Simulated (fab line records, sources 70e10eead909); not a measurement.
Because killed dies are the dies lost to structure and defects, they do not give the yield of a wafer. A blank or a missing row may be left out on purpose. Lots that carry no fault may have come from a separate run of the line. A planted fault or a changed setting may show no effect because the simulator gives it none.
Chamber matching    flow nand_harc    rie_diel-09 running NHARC_P_GATE_DESCUM_31: 4 sister chambers
The step chemistry O2, time 3 s. 4 wafers are shown with their chamber, then 8 later ones without.

## EACH WAFER AND ITS CHAMBER
wafer   chamber  showerhead_plenum_p_Torr (Torr)
L085.2  0        1.82
L092.1  3        1.95
L092.3  1        1.81
L093.3  2        1.78

## WAFERS WITHOUT THEIR CHAMBER
wafer   showerhead_plenum_p_Torr (Torr)
L093.5  1.81
L093.6  1.77
L095.3  1.77
L095.5  1.82
L095.6  1.95
L096.1  1.95
L096.2  1.81
L096.4  1.77

## WHICH CHAMBER EACH ONE RAN IN
wafer   from the rows above      in truth
L093.5  can't be placed: 1 or 0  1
L093.6  2                        2
L095.3  2                        2
L095.5  can't be placed: 0 or 1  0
L095.6  3                        3
L096.1  3                        3
L096.2  can't be placed: 1 or 0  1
L096.4  2                        2
Correctly placed: 5 of 8. Cannot be placed on the basis of these rows: 3; the candidates contain the true chamber in 3. Wrongly placed: 0.
How it was worked out, from the rows above alone: a wafer's distance from a chamber is the root of the sum, over the readings, of the square of ((its reading less the chamber's mean) divided by the reading's scatter). If the next closest chamber is less than 2 further off than the closest, the wafer can't be placed; otherwise it belongs to the closest. Each chamber's mean is taken over the wafers shown for it. The scatter (one wafer shown for each chamber): square how far every hidden wafer sits from the nearest shown wafer, average those squares and take the square root.
